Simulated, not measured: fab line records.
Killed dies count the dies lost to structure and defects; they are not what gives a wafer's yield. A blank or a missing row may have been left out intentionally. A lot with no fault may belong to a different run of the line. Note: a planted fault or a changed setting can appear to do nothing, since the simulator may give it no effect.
fab line records :: flow n5-finfet
record
  lots=4
  wafers=12
  last-day=14
route steps=1938 shown GATE_CUT@495 MOL_CONTACT_COAG@517 PASSIVATION@1936
lots that met no fault: from a run of the same line without faults
start-h: the number of hours between the record's first day and the start of the first shown wafer of the lot :: wait-h: hours elapsed since this lot's preceding step :: " same as the row above :: L1.1+2: one row covering several wafers at once :: - no value, or no start given :: * or withheld: withheld :: < > ~ a bound
route shown NAME@n: NAME is a module with steps in the file, n the number in the route of the first one :: usual: the fault-free wafers' mean and standard deviation :: same: alike in all rows :: chamber/n: place in a boat :: sites: readings site by site :: _std_site: how widely they spread, as a standard deviation :: _edge_site: the outer-site mean with the inner-site mean subtracted :: radius-mm: how far each site lies from the wafer's centre :: mask NAME#n: copy n :: behind: tool/chamber where the wafer was last shaped :: hold: the reason the lot was held/the length of the hold in hours/how it ended :: device: transistor that didn't switch, given as n, p or np :: end of line: tests run on the same wafers once the route is complete :: a step without rows: its recipe alone :: killed: dies lost to structure and defects at the first sort, not the wafer's yield :: map: a wafer's dies, x killed, . not, _ none there
set.NAME: the setting that was run; set.NAME@STEP: the one run at that earlier step :: model.NAME: the simulator's own value behind a step, which no gauge read
lots seen at some steps along the route; tables by step, rows by wafer
## steps
# step N5_GATE_CUT_STRIP_39
# recipe
  chemistry=N2/H2
  temp-c=40
  n2-flow-sccm=200
  h2-flow-sccm=200
  rf-frequency-hz=6e+07
# step N5_GATE_CUT_HM_OPEN_40
# recipe
  chemistry=C4F6/O2
  target=SiO2
  mask-material=SiARC
  target-depth-a=1390
  time-s=85.1
  ion-energy-ev=250
  pressure-mtorr=30
  source-w=345
  bias-w=185
  Ar_flow_sccm=300
  C4F6_flow_sccm=10
  O2_flow_sccm=10
  ends=cleared
# step N5_GATE_CUT_STRIP_41
# recipe
  chemistry=CF4
  resist=SiARC
  power-w=300
  bias-power-w=75
  pressure-mtorr=50
  cf4-flow-sccm=150
  rf-frequency-hz=6e+07
# step N5_GATE_CUT_STRIP_42
# recipe
  chemistry=O2
  power-w=400
  temp-c=40
  pressure-mtorr=30
  rf-frequency-hz=6e+07
  bias-power-w=0
  overash-fraction=0.3
  o2-flow-sccm=225
# step N5_GATE_CUT_ETCH_19
# recipe
  chemistry=CH3F/O2
  target=SiNx
  mask-material=SiO2
  target-depth-a=537
  time-s=76.7
  pressure-mtorr=30
  source-w=395
  bias-w=73
  Ar_flow_sccm=150
  CH3F_flow_sccm=30
  O2_flow_sccm=20
  ion-energy-ev=120
  ends=cleared
# step N5_GATE_CUT_CUT_ETCH_53
# recipe
  chemistry=SF6/Cl2
  target=W
  mask-material=SiO2
  target-depth-a=792
  pressure-mtorr=8
  icp-w=900
  bias-w=80
  SF6_flow_sccm=40
  Cl2_flow_sccm=60
  ends=cleared
# step N5_GATE_CUT_CUT_ETCH_54
# recipe
  chemistry=Cl2/BCl3
  target=TiN
  mask-material=SiO2
  target-depth-a=967
  pressure-mtorr=10
  icp-w=1000
  bias-w=126
  Cl2_flow_sccm=53.25
  bcl3-flow-sccm=21.75
  Ar_flow_sccm=25
  ends=cleared
# step N5_GATE_CUT_CUT_ETCH_55
# recipe
  chemistry=BCl3
  target=HfO2
  mask-material=SiO2
  target-depth-a=32
  ion-energy-ev=30
  pressure-mtorr=5
  icp-w=450
  bias-w=18
  bcl3-flow-sccm=80
# step N5_GATE_CUT_ETCH_47
# recipe
  chemistry=Cl2/BCl3
  target=SiO2
  target-depth-a=100
  pressure-mtorr=10
  icp-w=1000
  bias-w=126
  Cl2_flow_sccm=53.25
  bcl3-flow-sccm=21.75
  Ar_flow_sccm=25
# step N5_GATE_CUT_VAPOR_ETCH_48
# recipe
  chemistry=BCl3/Cl2
  target=TiN
  mode=isotropic
# step N5_GATE_CUT_VAPOR_ETCH_49
# recipe
  chemistry=BCl3/Cl2
  target=TiAlC
  mode=isotropic
# step N5_GATE_CUT_VAPOR_ETCH_51
# recipe
  chemistry=BCl3/Cl2
  target=HfO2
  mode=isotropic
# step N5_GATE_CUT_STRIP_21
# recipe
  chemistry=N2/H2
  time-s=30
  power-w=1000
  temp-c=250
  pressure-mtorr=withheld
  n2-flow-sccm=1750
  h2-flow-sccm=3250
# usual
  drypump-motor-current-A=5.8/0.51
  heater-power-w=350/9.8
lot.wafer: L928.1
tool: plasma-asher-02
chamber: 0
start-h: 83.38
wait-h: 0.1
drypump-motor-current-A: 5.2
heater-power-w: 356
rf-hours-counter-h: 37

lot.wafer: L928.4
tool: plasma-asher-02
chamber: 1
start-h: 83.38
wait-h: 0.1
drypump-motor-current-A: 5.2
heater-power-w: 362
rf-hours-counter-h: -

lot.wafer: L928.6
tool: plasma-asher-02
chamber: 0
start-h: 83.38
wait-h: 0.1
drypump-motor-current-A: 5.2
heater-power-w: 362
rf-hours-counter-h: -

lot.wafer: L931.4
tool: plasma-asher-01
chamber: 1
start-h: 104.52
wait-h: 0.1
drypump-motor-current-A: 6.0
heater-power-w: 340
rf-hours-counter-h: -

lot.wafer: L931.5
tool: plasma-asher-01
chamber: 0
start-h: 104.52
wait-h: 0.1
drypump-motor-current-A: 6.5
heater-power-w: 344
rf-hours-counter-h: -

lot.wafer: L931.6
tool: plasma-asher-01
chamber: 1
start-h: 104.52
wait-h: 0.1
drypump-motor-current-A: 6.0
heater-power-w: 358
rf-hours-counter-h: -

lot.wafer: L936.1
tool: plasma-asher-02
chamber: 1
start-h: 130.71
wait-h: 0.0
drypump-motor-current-A: 5.2
heater-power-w: 361
rf-hours-counter-h: 46

lot.wafer: L936.4
tool: plasma-asher-02
chamber: 0
start-h: 130.71
wait-h: 0.0
drypump-motor-current-A: 5.2
heater-power-w: 357
rf-hours-counter-h: -

lot.wafer: L936.6
tool: plasma-asher-02
chamber: 1
start-h: 130.71
wait-h: 0.0
drypump-motor-current-A: 5.2
heater-power-w: 355
rf-hours-counter-h: -

lot.wafer: L938.1
tool: plasma-asher-02
chamber: 1
start-h: 146.51
wait-h: 0.1
drypump-motor-current-A: 5.2
heater-power-w: 361
rf-hours-counter-h: 48

lot.wafer: L938.4
tool: plasma-asher-02
chamber: 0
start-h: 146.51
wait-h: 0.1
drypump-motor-current-A: 5.2
heater-power-w: 354
rf-hours-counter-h: -

lot.wafer: L938.5
tool: plasma-asher-02
chamber: 1
start-h: 146.51
wait-h: 0.1
drypump-motor-current-A: 5.2
heater-power-w: 363
rf-hours-counter-h: -
# step N5_GATE_CUT_STRIP_29
# recipe
  chemistry=post-etch-residue-remover
  time-s=60
  temp-c=25
  remover-ph=withheld
  remover-water-wt-pct=withheld
  remover-fluoride-wt-pct=withheld
# step N5_GATE_CUT_SRD_52
# recipe
  dry=ipa-marangoni
  time-s=30
  temp-c=23
  rinse-liquid=diw
# step N5_GATE_CUT_ALD_22
# recipe
  material=SiNx
  target-thk-a=160
  temp-c=400
  ald-precursor-family=SiH2I2
  ald-co-reactant=N2/H2-plasma
  pulse-time-s=1
  ald-cycles=320
  purge-time-s=2
  co-reactant-purge-time-s=2
  pressure-torr=2
# step N5_GATE_CUT_CMP_23
# recipe
  stop-on=SiO2
  t-overpolish-s=23.4
  post-cmp-clean=alkaline-brush
  down-force-psi=2.5
  platen-rpm=51.8
  pad-velocity-m-s=1.0307
  target-thk-nm=16
# step N5_GATE_CUT_CMP_43
# recipe
  material=SiO2
  post-cmp-clean=rinse-only
# step N5_GATE_CUT_CMP_61
# recipe
  stop-on=SiNx
  t-overpolish-s=3
  post-cmp-clean=alkaline-brush
  down-force-psi=4
  platen-rpm=27.09
  pad-velocity-m-s=0.539
# step N5_MOL_CONTACT_COAG_COAT_103
# recipe
  resist=SOC
  temp-c=250
  time-s=60
  spin-rpm=1500
  resist-thk-nm=80
# step N5_MOL_CONTACT_COAG_COAT_104
# recipe
  resist=SiARC
  temp-c=220
  time-s=60
  spin-rpm=1500
  resist-thk-nm=12
# step N5_MOL_CONTACT_COAG_COAT_58
# recipe
  resist=underlayer
  temp-c=205
  time-s=60
  spin-rpm=1500
  resist-thk-nm=10
# step N5_MOL_CONTACT_COAG_COAT_02
# recipe
  resist=CAR-EUV
  spin-rpm=1500
  resist-thk-nm=30
# step N5_MOL_CONTACT_COAG_EBR_04
# recipe
  solvent=PGMEA
  ebr-width-mm=1.5
# step N5_MOL_CONTACT_COAG_SOFTBAKE_03
# recipe
  temp-c=110
  time-s=60
  resist=CAR-EUV
# step N5_MOL_CONTACT_COAG_EXPOSE_05
# recipe
  mask-id=CA
  na=0.33
  source-shape=annular
  sigma-inner=0.4
  sigma-outer=0.8
  polarization=unpolarized
  defocus-nm=0
  dose-mj=38.25
# step N5_MOL_CONTACT_COAG_PEB_06
# recipe
  peb-temp-c=100
  peb-time-s=60
  resist=CAR-EUV
# step N5_MOL_CONTACT_COAG_DEVELOP_07
# recipe
  develop-time-s=30
  developer=TMAH
  resist=CAR-EUV
  rinse-liquid=surfactant-rinse
  dry=air-spin
  dev-temp-c=23
# step N5_MOL_CONTACT_COAG_DESCUM_13
# recipe
  chemistry=O2
  time-s=7
  source-power-w=50
  bias-power-w=20
  pressure-mtorr=20
  rf-frequency-hz=2.712e+07
  temp-c=40
  resist=CAR-EUV
  o2-flow-sccm=225
# step N5_MOL_CONTACT_COAG_ETCH_59
# recipe
  chemistry=N2/H2
  target=underlayer
  target-depth-a=130
  mask-material=CAR-EUV
  time-s=10.4
  ion-energy-ev=200
  pressure-mtorr=30
  source-w=840
  bias-w=150
  n2-flow-sccm=200
  h2-flow-sccm=200
  ends=cleared
# step N5_MOL_CONTACT_COAG_ETCH_105
# recipe
  chemistry=CF4
  target=SiARC
  target-depth-a=156
  mask-material=CAR-EUV
  time-s=26
  ion-energy-ev=80
  pressure-mtorr=40
  source-w=545
  bias-w=36
  Ar_flow_sccm=100
  cf4-flow-sccm=100
  ends=cleared
# step N5_MOL_CONTACT_COAG_ETCH_106
# recipe
  chemistry=N2/H2
  target=SOC
  target-depth-a=800
  overetch-a=160
  mask-material=SiARC
  temp-c=40
  time-s=120
  ion-energy-ev=200
  pressure-mtorr=30
  source-w=840
  bias-w=150
  n2-flow-sccm=200
  h2-flow-sccm=200
# step N5_MOL_CONTACT_COAG_STRIP_107
# recipe
  chemistry=N2/H2
  temp-c=40
  n2-flow-sccm=200
  h2-flow-sccm=200
  rf-frequency-hz=6e+07
# step N5_MOL_CONTACT_COAG_STRIP_108
# recipe
  chemistry=N2/H2
  temp-c=40
  n2-flow-sccm=200
  h2-flow-sccm=200
  rf-frequency-hz=6e+07
# step N5_MOL_CONTACT_COAG_CONTACT_ETCH_14
# recipe
  chemistry=C4F6/O2
  target=SiO2
  target-depth-a=275
  overetch-a=85
  mask-material=SOC
  pressure-mtorr=30
  source-w=370
  bias-w=185
  Ar_flow_sccm=300
  C4F6_flow_sccm=16
  O2_flow_sccm=10
  time-s=20
  ion-energy-ev=259.6
# step N5_MOL_CONTACT_COAG_STRIP_109
# recipe
  chemistry=C4F6/O2
  resist=SiARC
  rf-frequency-hz=6e+07
# step N5_PASSIVATION_PROBE_49
# usual
  killed_at_M0_to_M3=34/12
  killed_at_M4_up=12/4.9
  killed-at-contacts=13/7.2
  killed-at-front-end=39/12
  killed-at-other=3.7/2.9
  killed-dies=101/18
  killed-open=67/14
  killed-short=33/7.2
# same
  gross-dies=1180
  killed-at-back-side=0
lot.wafer: L931.4
tool: prober-02
chamber: -
start-h: 298.95
wait-h: 0.2
killed_at_M0_to_M3: 53
killed_at_M4_up: 15
killed-at-contacts: 17
killed-at-front-end: 33
killed-at-other: 0
killed-dies: 118
killed-open: 84
killed-short: 33

lot.wafer: L931.5
tool: prober-02
chamber: -
start-h: 299.00
wait-h: 0.2
killed_at_M0_to_M3: 41
killed_at_M4_up: 15
killed-at-contacts: 11
killed-at-front-end: 36
killed-at-other: 2
killed-dies: 105
killed-open: 64
killed-short: 41

lot.wafer: L931.6
tool: prober-02
chamber: -
start-h: 299.05
wait-h: 0.3
killed_at_M0_to_M3: 30
killed_at_M4_up: 12
killed-at-contacts: 20
killed-at-front-end: 25
killed-at-other: 0
killed-dies: 87
killed-open: 56
killed-short: 30

lot.wafer: L936.4
tool: prober-02
chamber: -
start-h: 329.23
wait-h: 0.2
killed_at_M0_to_M3: 21
killed_at_M4_up: 7
killed-at-contacts: 11
killed-at-front-end: 175
killed-at-other: 3
killed-dies: 217
killed-open: 58
killed-short: 24

lot.wafer: L938.1
tool: prober-01
chamber: -
start-h: 339.01
wait-h: 0.0
killed_at_M0_to_M3: 40
killed_at_M4_up: 14
killed-at-contacts: 25
killed-at-front-end: 48
killed-at-other: 11
killed-dies: 138
killed-open: 93
killed-short: 45

lot.wafer: L938.4
tool: prober-01
chamber: -
start-h: 339.16
wait-h: 0.2
killed_at_M0_to_M3: 27
killed_at_M4_up: 10
killed-at-contacts: 3
killed-at-front-end: 188
killed-at-other: 3
killed-dies: 231
killed-open: 66
killed-short: 32
# killed by level:class
L931.4 BEOL_M0_SAQP:geometric-particle:open=16 BEOL_M0_SAQP:geometric-particle:short=14 MOL_CONTACT_COAG:geometric-particle:open=13 BEOL_M3:geometric-particle:open=9 STI_FIN_REVEAL:geometric-particle:open=7 BEOL_M2:geometric-particle:open=7 BEOL_M4:geometric-particle:open=7 STI_FIN_REVEAL:geometric-particle:short=4
L931.5 BEOL_M0_SAQP:geometric-particle:open=10 BEOL_M0_SAQP:geometric-particle:short=9 BEOL_M2:geometric-particle:open=9 MOL_CONTACT_COAG:geometric-particle:short=7 STI_FIN_REVEAL:geometric-particle:open=6 DUMMY_GATE:geometric-particle:open=6 STARTING-WAFER:geometric-particle:short=6 BEOL_M3:geometric-particle:open=5
L931.6 MOL_CONTACT_COAG:geometric-particle:open=13 BEOL_M4:geometric-particle:open=7 MOL_CONTACT_COAG:geometric-particle:short=6 BEOL_M0_SAQP:geometric-particle:open=6 BEOL_M0_SAQP:geometric-particle:short=6 DUMMY_GATE:geometric-particle:open=5 GATE_CUT:geometric-particle:short=4 BEOL_M1:geometric-particle:open=4
L936.4 GATE_CUT:unspecified=133 MOL_CONTACT_COAG:geometric-particle:open=10 FIN_SAQP:geometric-particle:short=9 FIN_SAQP:geometric-particle:open=9 BEOL_M2:geometric-particle:open=9 DUMMY_GATE:geometric-particle:open=6 STARTING-WAFER:geometric-particle:short=5 STI_FIN_REVEAL:geometric-particle:open=4
L938.1 MOL_CONTACT_COAG:geometric-particle:open=17 BEOL_M0_SAQP:geometric-particle:open=16 BEOL_M0_SAQP:geometric-particle:short=13 FIN_SAQP:geometric-particle:open=9 DUMMY_GATE:geometric-particle:open=9 BEOL_M4:geometric-particle:open=9 MOL_CONTACT_COAG:geometric-particle:short=8 STI_FIN_REVEAL:geometric-particle:open=6
L938.4 GATE_CUT:unspecified=131 FIN_SAQP:geometric-particle:short=14 FIN_SAQP:geometric-particle:open=11 BEOL_M0_SAQP:geometric-particle:open=7 GATE_CUT:geometric-particle:open=6 ILD0:geometric-particle:open=5 GATE_CUT:geometric-particle:short=5 BEOL_M1:geometric-particle:open=5
# map L936.4 (x killed, . not)
_________________...........x________________
______________.....xx..........._____________
___________.........x.......x......__________
__________................xx........_________
________....xx..x........x.........x.._______
_______......................x.........______
______.....x......x.........x..........._____
_____............x.x.....................____
____.........x.................x..........___
___.................x..........xx..........__
___....................x...x...............__
__.........x.....x......x..................._
__x.......x........x.x......................_
_.x.....x.......xxx.x.x....xx................
_...x..x....x....xxxx..x......x..............
_.......x....xxxxxxxxxxx.x.x..........x......
_............xxxxxxxxxxxx......x........x....
_...........xxxxxxxxxxxxxx...............x.x.
_....x....xx.xxxxxxxxxxxxxx.....x............
_x.x.x....xxxxxxxxxxxxxxxxx.....x......x.....
_............xxxxxxxxxxxx..........x...x.....
__..x........xxxxxxxxxxxx....x...........x.._
__.........xxxxxxxxxxxxxxx........x....x...._
___...........x.xxxxxxx....x...............__
___......x..x...xx..xxx..x...............x.__
____...x..................................___
_____......x.........................x...____
______......x........x.................._____
_______..........x.....................______
________........x.x.x.......x.......x._______
__________....xx.......x............_________
___________........................__________
______________..............xx.x_____________
_________________.........x..________________
# map L938.4 (x killed, . not)
_________________xx..........________________
______________....x.....x......._____________
___________.......xx...x...........__________
__________x.......x................._________
________....................x........x_______
_______.............x.............x....______
______.x......xx....x..x..x...x........._____
_____......xx........x.x............x....____
____...........x..........................___
___.....x.....xx..xx......x.....x..........__
___........x....xx.....xx...x.....x.......x__
__...x.......x..x.x.......x...x..x.x.......x_
__x...x.xx.......x..x..x...................._
_.............x..x..xxx.......x.x......x.....
_..........x...xxxx.x...x..x...........x.....
_............xxxxxxxxxxxx...x.x..............
_..........x.xxxxxxxxxxxx.............x......
_..........x.xxxxxxxxxxxxx.x...............x.
_...........xxxxxxxxxxxxxx....x.......x......
_.......x...xxxxxxxxxxxxxxxx.................
_............xxxxxxxxxxxx..............x.x...
__...x.x..xxxx.xxxxxxxxxx.x................._
__.............xxxxxxx.xxx.....x............_
___.........x..x.xxxx.x...xx.............x.__
___.x.........xx.xxxx..x................x..__
____.....x..x..x.....x....................___
_____.....x.x.........x..................____
______.x.....x........x................._____
_______................................______
________........x.................x..._______
__________...x....................xx_________
___________.........x..............__________
______________...x..........x.x._____________
_________________............________________
## key
first-sign
  step=N5_PASSIVATION_PROBE_49
  reading=killed-at-front-end
  direction=up
  sigmas=12
  usual=39
  struck=182
effect
  step=N5_PASSIVATION_PROBE_49
  reading=killed-dies
  direction=up
  sigmas=7
  usual=101
  struck=224
more-kills-born-at
  N5_GATE_CUT_STRIP_21@plasma-asher-02=264
met-at N5_GATE_CUT_STRIP_21
struck-wafers L936.4,L938.4
tester-left-out L936,L938
onset-between 83.38 130.71
fault
  kind=chamber-particle-source
  tool=plasma-asher-02
  chamber=0
  onset-h=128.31
  steps=N5_GATE_CUT_STRIP_21
  rate-per-visit-cm2=1.0647
  end-h=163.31
# tester-left-out: of these lots the tester's yield and bins aren't shown, on N5 and GAA mostly nor the transistor test; their killed dies are dies lost to structure and defects alone, not to doping, threshold or leakage, so they don't give the yield
